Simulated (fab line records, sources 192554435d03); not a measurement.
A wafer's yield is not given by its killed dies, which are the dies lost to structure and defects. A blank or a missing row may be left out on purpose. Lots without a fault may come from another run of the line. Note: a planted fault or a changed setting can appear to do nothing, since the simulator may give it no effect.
Chamber matching || flow n5_finfet || cmp-02 running N5_GATE_CUT_CMP_61: 4 sister chambers
The step polishes, stops on SiNx, t overpolish 3 s. 8 wafers are shown with their chamber, then 11 later ones without.

== WAFERS, EACH WITH ITS CHAMBER ==
{"wafer": "L083.5", "chamber": 0, "motor_current_A (A)": 11.9, "platen_rpm (rpm)": 27.105}
{"wafer": "L084.1", "chamber": 3, "motor_current_A (A)": 12.8, "platen_rpm (rpm)": 27.072}
{"wafer": "L087.3", "chamber": 1, "motor_current_A (A)": 13.2, "platen_rpm (rpm)": 27.078}
{"wafer": "L087.5", "chamber": 1, "motor_current_A (A)": 13.2, "platen_rpm (rpm)": 27.097}
{"wafer": "L087.6", "chamber": 0, "motor_current_A (A)": 11.4, "platen_rpm (rpm)": 27.082}
{"wafer": "L091.5", "chamber": 2, "motor_current_A (A)": 11.4, "platen_rpm (rpm)": 27.077}
{"wafer": "L091.6", "chamber": 3, "motor_current_A (A)": 13.3, "platen_rpm (rpm)": 27.087}
{"wafer": "L090.1", "chamber": 2, "motor_current_A (A)": 11.1, "platen_rpm (rpm)": 27.065}

== WAFERS MISSING THEIR CHAMBER ==
{"wafer": "L090.3", "motor_current_A (A)": 12.5, "platen_rpm (rpm)": 27.094}
{"wafer": "L090.5", "motor_current_A (A)": 10.9, "platen_rpm (rpm)": 27.099}
{"wafer": "L093.1", "motor_current_A (A)": 13.7, "platen_rpm (rpm)": 27.102}
{"wafer": "L093.2", "motor_current_A (A)": 13.7, "platen_rpm (rpm)": 27.092}
{"wafer": "L093.4", "motor_current_A (A)": 11.9, "platen_rpm (rpm)": 27.101}
{"wafer": "L094.2", "motor_current_A (A)": 13.6, "platen_rpm (rpm)": 27.066}
{"wafer": "L094.4", "motor_current_A (A)": 12.5, "platen_rpm (rpm)": 27.084}
{"wafer": "L094.6", "motor_current_A (A)": 13.0, "platen_rpm (rpm)": 27.075}
{"wafer": "L096.2", "motor_current_A (A)": 12.4, "platen_rpm (rpm)": 27.079}
{"wafer": "L096.4", "motor_current_A (A)": 12.9, "platen_rpm (rpm)": 27.094}
{"wafer": "L096.6", "motor_current_A (A)": 12.9, "platen_rpm (rpm)": 27.067}

== EACH ONE'S CHAMBER ==
{"wafer": "L090.3", "from the rows above": "can't be placed: 3 or 1 or 0", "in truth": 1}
{"wafer": "L090.5", "from the rows above": "can't be placed: 2 or 0", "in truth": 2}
{"wafer": "L093.1", "from the rows above": "can't be placed: 1 or 3", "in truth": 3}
{"wafer": "L093.2", "from the rows above": "can't be placed: 1 or 3", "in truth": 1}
{"wafer": "L093.4", "from the rows above": 0, "in truth": 0}
{"wafer": "L094.2", "from the rows above": "can't be placed: 1 or 3", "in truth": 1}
{"wafer": "L094.4", "from the rows above": "can't be placed: 3 or 1 or 0", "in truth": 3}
{"wafer": "L094.6", "from the rows above": "can't be placed: 3 or 1", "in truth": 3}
{"wafer": "L096.2", "from the rows above": "can't be placed: 3 or 0 or 1 or 2", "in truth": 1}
{"wafer": "L096.4", "from the rows above": "can't be placed: 1 or 3", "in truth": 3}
{"wafer": "L096.6", "from the rows above": "can't be placed: 3 or 1", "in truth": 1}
Placed correctly: 1 of 11. These rows do not allow placing 10 (true chamber among the candidates in 10). 0 placed wrongly.
How it was worked out, from the rows above alone: a wafer's distance from a chamber is the root of the sum, over the readings, of the square of ((its reading less the chamber's mean) divided by the reading's scatter). The wafer belongs to the nearest chamber; if the next one is less than 2 further off, it can't be placed. For every chamber, the mean is computed from those of its wafers that are shown. The scatter: the root of (the sum of the squares of (reading less its chamber's mean) over the shown wafers, divided by (wafers less chambers)).
